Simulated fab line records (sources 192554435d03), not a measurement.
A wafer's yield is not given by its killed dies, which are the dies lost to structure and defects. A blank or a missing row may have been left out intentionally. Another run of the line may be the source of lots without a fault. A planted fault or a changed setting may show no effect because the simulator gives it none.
Split-lot experiment :: flow n5Finfet :: route with 1938 steps; 7 lots, 21 wafers read

== ABOUT THE SPLIT ==
At N5_BEOL_M7_ETCH_41 (etches SiCN in CH3F/O2, target depth 31.9 nm, time 57.8 s), the setting biasW was moved away from the recipe's 75 W on 6 of the 21 wafers read, by -15.3% to +11.6%. For the rest of the wafers, this setting stayed at what the recipe calls for.

The split's own step is where the reading is taken.

== THE READING ==
rfVppV, in V, at N5_BEOL_M7_ETCH_41 (etches SiCN in CH3F/O2, target depth 31.9 nm, time 57.8 s). On this fab line, fault-free wafers typically give 297.3 V with a standard deviation of 1.2 V.

wafer: L075.1
tool, chamber at the split: rieDiel-04, 2
biasW as run, W: 75
against the recipe: recipe
rfVppV, V: 298.2
against lot-mates on the recipe: -

wafer: L075.4
tool, chamber at the split: rieDiel-04, 0
biasW as run, W: 75
against the recipe: recipe
rfVppV, V: 298.7
against lot-mates on the recipe: -

wafer: L075.5
tool, chamber at the split: rieDiel-04, 1
biasW as run, W: 75
against the recipe: recipe
rfVppV, V: 295.9
against lot-mates on the recipe: -

wafer: L077.2
tool, chamber at the split: rieDiel-05, 1
biasW as run, W: 68.82
against the recipe: -8.2%
rfVppV, V: 282.6
against lot-mates on the recipe: -17.4

wafer: L077.3
tool, chamber at the split: rieDiel-05, 2
biasW as run, W: 75
against the recipe: recipe
rfVppV, V: 300.0
against lot-mates on the recipe: -

wafer: L077.5
tool, chamber at the split: rieDiel-05, 0
biasW as run, W: 68.82
against the recipe: -8.2%
rfVppV, V: 281.6
against lot-mates on the recipe: -18.4

wafer: L078.2
tool, chamber at the split: rieDiel-03, 2
biasW as run, W: 75
against the recipe: recipe
rfVppV, V: 296.3
against lot-mates on the recipe: -

wafer: L078.4
tool, chamber at the split: rieDiel-03, 1
biasW as run, W: 75
against the recipe: recipe
rfVppV, V: 295.9
against lot-mates on the recipe: -

wafer: L078.5
tool, chamber at the split: rieDiel-03, 0
biasW as run, W: 75
against the recipe: recipe
rfVppV, V: 298.0
against lot-mates on the recipe: -

wafer: L083.2
tool, chamber at the split: rieDiel-03, 0
biasW as run, W: 63.56
against the recipe: -15.3%
rfVppV, V: 267.5
against lot-mates on the recipe: -29.2

wafer: L083.4
tool, chamber at the split: rieDiel-03, 2
biasW as run, W: 75
against the recipe: recipe
rfVppV, V: 296.4
against lot-mates on the recipe: -

wafer: L083.6
tool, chamber at the split: rieDiel-03, 3
biasW as run, W: 75
against the recipe: recipe
rfVppV, V: 297.1
against lot-mates on the recipe: -

wafer: L088.1
tool, chamber at the split: rieDiel-03, 1
biasW as run, W: 83.68
against the recipe: +11.6%
rfVppV, V: 318.7
against lot-mates on the recipe: +22.2

wafer: L088.4
tool, chamber at the split: rieDiel-03, 2
biasW as run, W: 83.68
against the recipe: +11.6%
rfVppV, V: 317.0
against lot-mates on the recipe: +20.5

wafer: L088.5
tool, chamber at the split: rieDiel-03, 2
biasW as run, W: 75
against the recipe: recipe
rfVppV, V: 296.5
against lot-mates on the recipe: -

wafer: L090.3
tool, chamber at the split: rieDiel-05, 0
biasW as run, W: 75
against the recipe: recipe
rfVppV, V: 296.4
against lot-mates on the recipe: -

wafer: L090.5
tool, chamber at the split: rieDiel-05, 0
biasW as run, W: 75
against the recipe: recipe
rfVppV, V: 298.2
against lot-mates on the recipe: -

wafer: L090.6
tool, chamber at the split: rieDiel-05, 1
biasW as run, W: 83.28
against the recipe: +11.0%
rfVppV, V: 319.2
against lot-mates on the recipe: +21.9

wafer: L092.1
tool, chamber at the split: rieDiel-04, 3
biasW as run, W: 75
against the recipe: recipe
rfVppV, V: 296.9
against lot-mates on the recipe: -

wafer: L092.2
tool, chamber at the split: rieDiel-04, 2
biasW as run, W: 75
against the recipe: recipe
rfVppV, V: 297.8
against lot-mates on the recipe: -

wafer: L092.5
tool, chamber at the split: rieDiel-04, 0
biasW as run, W: 75
against the recipe: recipe
rfVppV, V: 298.8
against lot-mates on the recipe: -

THE FIT
A straight line over all 21 wafers: rfVppV changes by +1.88 V for each +1% of biasW; r = +0.99; the points scatter about the line by 1.2 V.
The same after taking each lot's own level away (the mean of its wafers on the recipe; 21 wafers): +1.95 V for each +1%; r = +1.00; scatter 1.1 V.
According to that fit, moving biasW by its largest amount changes the reading by 30 V.
The lots' own levels span 296.50 to 300.00 V, that is 2.9 times the standard deviation above.
The two slopes agree, so the slope changes little with the lot-to-lot level.
Check: -30.4 V against its lot-mates is what the line predicts for one of the wafers moved furthest among these (-15.3%) when that wafer is left out of the fit. It came out at -29.2 V against them.
Tool readings at the split's step, against how far the setting was moved: rfVppV r = +0.99.

== OTHER SPLITS APPLIED TO THESE WAFERS ==
These wafers also went through other splits before the reading. Each is held against what the fit with the lots' levels taken away leaves over:
other split on the same wafers: N5_BEOL_M4_COAT_62 spinRpm
wafers away from the commonest value: 7
r with rfVppV (lot level and that fit taken away): -0.01

other split on the same wafers: N5_BEOL_M5_DESCUM_16 timeS
wafers away from the commonest value: 7
r with rfVppV (lot level and that fit taken away): -0.09

other split on the same wafers: N5_BEOL_M5_ETCH_72 sourceW
wafers away from the commonest value: 6
r with rfVppV (lot level and that fit taken away): -0.16

other split on the same wafers: N5_BEOL_M6_COAT_22 spinRpm
wafers away from the commonest value: 6
r with rfVppV (lot level and that fit taken away): -0.03

other split on the same wafers: N5_BEOL_M6_EXPOSE_25 doseMj
wafers away from the commonest value: 8
r with rfVppV (lot level and that fit taken away): +0.09

other split on the same wafers: N5_BEOL_M7_VIA_ETCH_34 sourceW
wafers away from the commonest value: 5
r with rfVppV (lot level and that fit taken away): -0.07

== THE WHOLE CHAIN: every reading that the file lists as answering this split, in the file's order ==
step: N5_BEOL_M7_ETCH_41
what it does: etches SiCN in CH3F/O2, target depth 31.9 nm, time 57.8 s
reading: rfVppV
change (the file's fit): +1.95 V for each +1% of the setting
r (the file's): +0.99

step: N5_BEOL_M7_ETCH_41
what it does: etches SiCN in CH3F/O2, target depth 31.9 nm, time 57.8 s
reading: etch.depthNm (the simulator's own value, which no gauge read)
change (the file's fit): +0.0813 nm for each +1% of the setting
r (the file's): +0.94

== THE FILE'S OWN FIT ==
rfVppV changes by +1.95 V for each +1% of biasW, r = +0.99.
